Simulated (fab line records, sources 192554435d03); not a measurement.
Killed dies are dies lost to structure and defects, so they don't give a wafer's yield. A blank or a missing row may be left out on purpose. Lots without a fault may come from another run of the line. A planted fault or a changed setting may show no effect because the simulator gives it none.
A struck lot beside a sound one | flow n5_finfet | 37 steps out of a route of 1938
Sound: wafers L546.3, L546.4, L546.5. Struck: wafers L537.1, L537.2, L537.4. The cause comes at the end.
At each step with rows: each side's tool, then ch and its chambers, then its first start. Under that, the readings that differ: sound wafers | struck wafers | difference of the means | sigmas: that difference in standard deviations of wafers without a fault.
alike: readings whose means differ by less than 2 such deviations, and words and numbers that are the same on both sides. not compared: withheld readings, readings that some wafer has no value for, bounds like >300 that may hide the same value, and numbers for which the record gives no deviation and whose values overlap.
The two part at a step that has a row with sigmas, a row that says differs or no value, or rows on one side only. Numbers that don't overlap but have no deviation are shown without sigmas and don't part them. A reading that every wafer of one side lacks parts them only if that side has two wafers or more.

first, 9 steps without rows for these wafers: N5_BEOL_M4_ANNEAL_95 (time 240 s); N5_BEOL_M4_SPUTTER_96 (material Cu, target thk 4.5 nm, time 8.29 s); N5_BEOL_M4_ECD_50 (material Cu, target thk 300 nm); N5_BEOL_M4_ANNEAL_51 (time 90 s); N5_BEOL_M4_CMP_52 (polishes, stops on SiOC, t overpolish 6.8 s, target thk 40 nm); N5_BEOL_M4_PRE_CLEAN_60 (time 15 s); N5_BEOL_M4_CO_CAP_55 (material Co, precursor CCTBA/H2, target thk 2 nm, time 102.1 s); N5_BEOL_M4_PRE_CLEAN_56 (time 15 s); N5_BEOL_M4_DEP_57 (deposits SiCN from 3MS/NH3, target thk 8 nm, time 14 s).
N5_BEOL_M4_RC_MEAS_101:
  sound on prober-01 ch 0, day 15 12:01; struck on prober-01 ch 0, day 13 22:10
  reading       | sound          | struck         | difference | sigmas
  SS_P (mV/dec) | 72.2 72.2 72.6 | 74.0 74.2 74.6 | +1.9       | +3
  alike: DIBL_N, DIBL_P, IOFF_N, IOFF_P, ION_N, ION_P, SS_N, VT_N, VT_P
then, 24 steps without rows for these wafers: N5_BEOL_M5_ILD_DEP_00 (deposits SiCOH lowk from DEMS/porogen, target thk 140.64 nm, time 25.9 s); N5_BEOL_M5_CURE_79 (cures SiCOH lowk, time 240 s); N5_BEOL_M5_PECVD_70 (deposits SiO2 from TEOS/O2, target thk 16 nm, time 18 s); N5_BEOL_M5_HM_DEP_02 (deposits TiN, target thk 20 nm); N5_BEOL_M5_COAT_59 (time 60 s, resist thk 60 nm); N5_BEOL_M5_COAT_60 (time 60 s, resist thk 12 nm); N5_BEOL_M5_COAT_71 (time 60 s, resist thk 5 nm); N5_BEOL_M5_COAT_05 (resist thk 30 nm); N5_BEOL_M5_EBR_07; N5_BEOL_M5_SOFTBAKE_06 (time 60 s); N5_BEOL_M5_EXPOSE_08 (exposes mask M5, target cd 28 nm); N5_BEOL_M5_PEB_09 (peb time 60 s); N5_BEOL_M5_DEVELOP_10 (develop time 30 s); N5_BEOL_M5_DESCUM_16 (chemistry O2, time 7 s); N5_BEOL_M5_ETCH_72 (etches underlayer in N2/H2, target depth 6.5 nm, time 5.2 s); N5_BEOL_M5_ETCH_61 (etches SiARC in CF4, target depth 15.6 nm, time 26 s); N5_BEOL_M5_ETCH_62 (etches SOC in N2/H2, target depth 75 nm, overetch 15 nm, time 112.5 s); N5_BEOL_M5_STRIP_63 (strips in N2/H2); N5_BEOL_M5_STRIP_73 (strips in N2/H2); N5_BEOL_M5_STRIP_64 (strips in CF4); N5_BEOL_M5_HM_OPEN_17 (chemistry Cl2/BCl3, target TiN, target depth 20 nm, overetch 6 nm); N5_BEOL_M5_STRIP_19 (strips in O2); N5_BEOL_M5_COAT_65 (time 60 s, resist thk 60 nm); N5_BEOL_M5_COAT_66 (time 60 s, resist thk 12 nm).
N5_BEOL_M5_ECD_50: material Cu, target thk 300 nm.
  sound on ecd_cu-01 ch 0,1, day 16 01:34; struck on ecd_cu-02 ch 0,1, day 14 11:16
N5_BEOL_M5_CMP_52: polishes, stops on SiCOH lowk, t overpolish 6.9 s, target thk 62 nm.
  sound on cmp-01 ch 0,2,3, day 16 01:58; struck on cmp-02 ch 0,1,2, day 14 12:14
  reading                | sound          | struck      | difference | sigmas
  time_to_endpoint_s (s) | 61.3 60.8 59.7 | 0.0 0.0 0.0 | -60.6      | -23
  alike: edge_zone_pressure_frac, motor_current_A, slurry_filter_dp_kPa
-- the record jumps here: 4 days lie between the struck wafers' starts before and after (it left off in module BEOL_M5 and takes up again in module PASSIVATION, whose first step shown is number 1936 of the route) --
N5_PASSIVATION_PROBE_49:
  sound on prober-02, day 19 22:21; struck on prober-01, day 18 03:50
  reading                  | sound          | struck         | difference | sigmas
  defect_limited_yield (%) | 91.9 87.1 86.9 | 0 0 0          | -89        | -52
  killed_at_M4_up          | 17 29 8        | 1090 1097 1107 | +1080      | +99 or more
  killed_dies              | 96 152 155     | 1180 1180 1180 | +1046      | +52
  killed_on_rim            | 16 21 19       | 152 152 152    | +133       | +31
  killed_open              | 57 112 103     | 62 52 53       | -35        | -2
  sort_bin_5_function (%)  | 4.2 7.9 7.8    | 95.3 96.4 96.8 | +89.5      | +81
  sort_n_pass              | 1084 1028 1025 | 0 0 0          | -1046      | -52
  sort_yield_pct (%)       | 91.9 87.1 86.9 | 0 0 0          | -89        | -52
  alike: killed_at_M0_to_M3, killed_at_contacts, killed_at_front_end, killed_at_other, killed_short, sort_bin_6_memory

WHERE THEY PART
First at N5_BEOL_M4_RC_MEAS_101; last, within this record, at N5_PASSIVATION_PROBE_49.

WHY: what the simulator had put in
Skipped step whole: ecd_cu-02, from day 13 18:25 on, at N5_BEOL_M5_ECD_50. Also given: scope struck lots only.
